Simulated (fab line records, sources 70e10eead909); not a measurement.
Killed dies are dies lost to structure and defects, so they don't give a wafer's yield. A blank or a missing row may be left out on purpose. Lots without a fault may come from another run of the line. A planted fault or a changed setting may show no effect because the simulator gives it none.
A struck lot beside a sound one | flow nand_harc | 21 steps out of a route of 1302
Sound: wafers L853.2, L853.4, L853.6. Struck: wafers L862.1, L862.3, L862.5. The cause comes at the end.
At each step with rows: each side's tool, then ch and its chambers, then its first start. Under that, the readings that differ: sound wafers | struck wafers | difference of the means | sigmas: that difference in standard deviations of wafers without a fault.
alike: readings whose means differ by less than 2 such deviations, and words and numbers that are the same on both sides. not compared: withheld readings, readings that some wafer has no value for, bounds like >300 that may hide the same value, and numbers for which the record gives no deviation and whose values overlap.
The two part at a step that has a row with sigmas, a row that says differs or no value, or rows on one side only. Numbers that don't overlap but have no deviation are shown without sigmas and don't part them. A reading that every wafer of one side lacks parts them only if that side has two wafers or more.

NHARC_A_BLC_CMP_25: polishes, t overpolish 30 s, target thk 150 nm.
  sound on cmp-02 ch 1,2,3, day 27 01:25; struck on cmp-02 ch 2,3, day 30 23:45
  alike: motor_current_A, overpolish_run_s, time_to_endpoint_s
then, 1 step without rows for these wafers: NHARC_A_BLC_SRD_27.
NHARC_A_BLC_INSPECT_28:
  sound on defect_inspect-01, day 27 01:48; struck on defect_inspect-01, day 31 00:08
  alike: raw_defect_count
then, 8 steps without rows for these wafers: NHARC_A_M0_DEP_00 (deposits SiOC, target thk 150 nm); NHARC_A_M0_DEHYDRATE_01 (time 120 s); NHARC_A_M0_HMDS_02 (time 30 s); NHARC_A_M0_COAT_33 (time 65 s); NHARC_A_M0_COAT_03 (resist thk 90 nm); NHARC_A_M0_SOFTBAKE_04 (time 55 s); NHARC_A_M0_EBR_05; NHARC_A_M0_EXPOSE_06 (exposes mask A M0, target cd 80 nm).
NHARC_A_M0_PEB_07: peb time 65 s.
  sound on litho_track-04 ch 0, day 27 02:37; struck on litho_track-04 ch 0, day 31 00:57
then, 1 step without rows for these wafers: NHARC_A_M0_DEVELOP_08 (develop time 35 s).
NHARC_A_M0_CD_MEAS_09: target cd 80 nm.
  sound on cd_sem-01 ch 0, day 27 02:42; struck on cd_sem-02 ch 0, day 31 01:02
  reading    | sound          | struck         | difference | sigmas
  cd_nm (nm) | 80.0 80.2 80.2 | 89.3 88.5 87.4 | +8.3       | +10
NHARC_A_M0_OVL_MEAS_10: pitch 160 nm.
  sound on overlay-01, day 27 02:47; struck on overlay-02, day 31 01:07
  alike: overlay_x_nm, overlay_y_nm
NHARC_A_M0_INSPECT_11:
  sound on defect_inspect-01, day 27 02:49; struck on defect_inspect-02, day 31 01:09
  alike: raw_defect_count
NHARC_A_M0_DESCUM_14: chemistry O2, time 3 s.
  sound on rie_diel-01 ch 2,3, day 27 02:53; struck on rie_diel-04 ch 0,3, day 31 01:13
  reading               | sound             | struck           | difference | sigmas
  model.A_M0.cd_nm (nm) | 79.85 81.31 80.25 | 89.14 88.2 87.74 | +7.89      |
  alike: drypump_motor_current_A, oes_product_au, rf_vpp_V, showerhead_plenum_p_Torr, throttle_valve_pct
  not compared: rf_hours_counter_h
NHARC_A_M0_ETCH_34: etches the open film in N2/H2, target depth 40 nm, overetch 12 nm, time 43.94 s.
  sound on rie_diel-01 ch 0,1,3, day 27 02:59; struck on rie_diel-04 ch 1,3, day 31 01:18
  alike: drypump_motor_current_A, oes_product_au, rf_vpp_V, showerhead_plenum_p_Torr, throttle_valve_pct
  not compared: rf_hours_counter_h
NHARC_A_M0_ETCH_15: etches the open film in C4F8/Ar, target depth 150 nm, overetch 15 nm, time 82.5 s.
  sound on rie_diel-01 ch 0,2; struck on rie_diel-04 ch 0,2,3
  reading               | sound            | struck            | difference | sigmas
  model.A_M0.cd_nm (nm) | 79.4 81.81 79.49 | 89.17 88.85 87.94 | +8.42      |
  alike: oes_product_au, rf_vpp_V
  not compared: rf_hours_counter_h
NHARC_A_M0_CD_MEAS_16:
  sound on cd_sem-01, day 27 03:11; struck on cd_sem-02, day 31 01:31
  reading    | sound          | struck         | difference | sigmas
  cd_nm (nm) | 79.0 81.7 79.4 | 89.5 89.0 87.6 | +8.7       | +9
NHARC_A_M0_STRIP_18: strips in N2/H2.
  sound on rie_diel-11 ch 0,1,2, day 27 03:19; struck on rie_diel-01 ch 1,2, day 31 01:35
  alike: drypump_motor_current_A, oes_product_au, rf_vpp_V, showerhead_plenum_p_Torr, throttle_valve_pct
  not compared: rf_hours_counter_h

WHERE THEY PART
First at NHARC_A_M0_CD_MEAS_09; last, within this record, at NHARC_A_M0_CD_MEAS_16. Later steps at which nothing parts them and some readings are alike: NHARC_A_M0_STRIP_18.

WHY: what the simulator had put in
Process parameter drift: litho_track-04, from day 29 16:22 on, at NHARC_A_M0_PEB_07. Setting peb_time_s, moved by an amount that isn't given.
